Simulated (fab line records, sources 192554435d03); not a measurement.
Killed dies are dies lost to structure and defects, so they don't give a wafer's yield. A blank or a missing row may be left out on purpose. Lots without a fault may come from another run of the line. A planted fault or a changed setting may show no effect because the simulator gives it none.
One fault seen from 2 desks | flow n5_finfet | each desk has only its own numbers; what lay behind them comes last

THE METROLOGY DESK
What the gauges read, lot by lot, whatever tool the lot ran on: means of the sampled wafers that have a number. A lot is out of limits, marked OUT, if its mean lies more than 4 standard deviations from the usual mean; the brackets give that distance. Of its 10 readings 7 are shown: those that lie furthest out on some lot.
Columns: A = DIBL_N at N5_BEOL_M4_RC_MEAS_101, usual 35.9 mV/V; B = DIBL_P at N5_BEOL_M4_RC_MEAS_101, usual 35.6 mV/V; C = IOFF_N at N5_BEOL_M4_RC_MEAS_101, usual 0.149 nA/um; D = ION_N at N5_BEOL_M4_RC_MEAS_101, usual 671 uA/um; E = ION_P at N5_BEOL_M4_RC_MEAS_101, usual 460 uA/um; F = VT_N at N5_BEOL_M4_RC_MEAS_101, usual 251 mV; G = VT_P at N5_BEOL_M4_RC_MEAS_101, usual -251 mV
lot  | first seen here | A    | B    | C     | D   | E   | F   | G
L180 | day 7 21:18     | 35.2 | 35.0 | 0.125 | 656 | 450 | 255 | -256
L190 | day 10 14:25    | 38.3 | 39.3 | 0.216 | 691 | 470 | 245 | -248
L191 | day 10 20:20    | 35.0 | 33.5 | 0.131 | 659 | 459 | 252 | -248
L203 | day 13 15:55    | 36.3 | 35.9 | 0.177 | 685 | 463 | 249 | -250
This desk's finding: nothing out of limits on any of the 4 lots.

THE TOOL OWNER'S DESK: rie_diel-06
The tool's own readings at N5_HKMG_FIN_ETCH_58 (etches SOC in N2/H2, target depth 215.8 nm, time 741 s): means of the sampled wafers that have a number, for each lot that ran on this tool. A lot is out of limits, marked OUT, if its mean lies more than 4 standard deviations from the usual mean; the brackets give that distance.
Columns: A = drypump_motor_current_A at N5_HKMG_FIN_ETCH_58, usual 5.8 A; B = h2_flow_sccm at N5_HKMG_FIN_ETCH_58, usual 200.0 sccm; C = oes_product_au at N5_HKMG_FIN_ETCH_58, usual 0.78 a.u.; D = rf_vpp_V at N5_HKMG_FIN_ETCH_58, usual 99.4 V; E = showerhead_plenum_p_Torr at N5_HKMG_FIN_ETCH_58, usual 2.59 Torr; F = throttle_valve_pct at N5_HKMG_FIN_ETCH_58, usual 17.85 %
lot  | first seen here | A   | B     | C    | D    | E    | F
L180 | day 3 23:39     | 5.9 | 199.9 | 0.81 | 99.4 | 2.56 | 17.89
L190 | day 6 14:10     | 5.9 | 199.7 | 0.98 | 98.9 | 2.55 | 17.94
L191 | day 7 02:33     | 5.7 | 199.7 | 0.99 | 99.7 | 2.59 | 17.85
This desk's finding: nothing out of limits on any of the 3 lots.

PUT TOGETHER
The metrology desk saw nothing out of limits.
The tool owner's desk saw nothing out of limits.

WHAT THE SIMULATOR HAD PUT IN
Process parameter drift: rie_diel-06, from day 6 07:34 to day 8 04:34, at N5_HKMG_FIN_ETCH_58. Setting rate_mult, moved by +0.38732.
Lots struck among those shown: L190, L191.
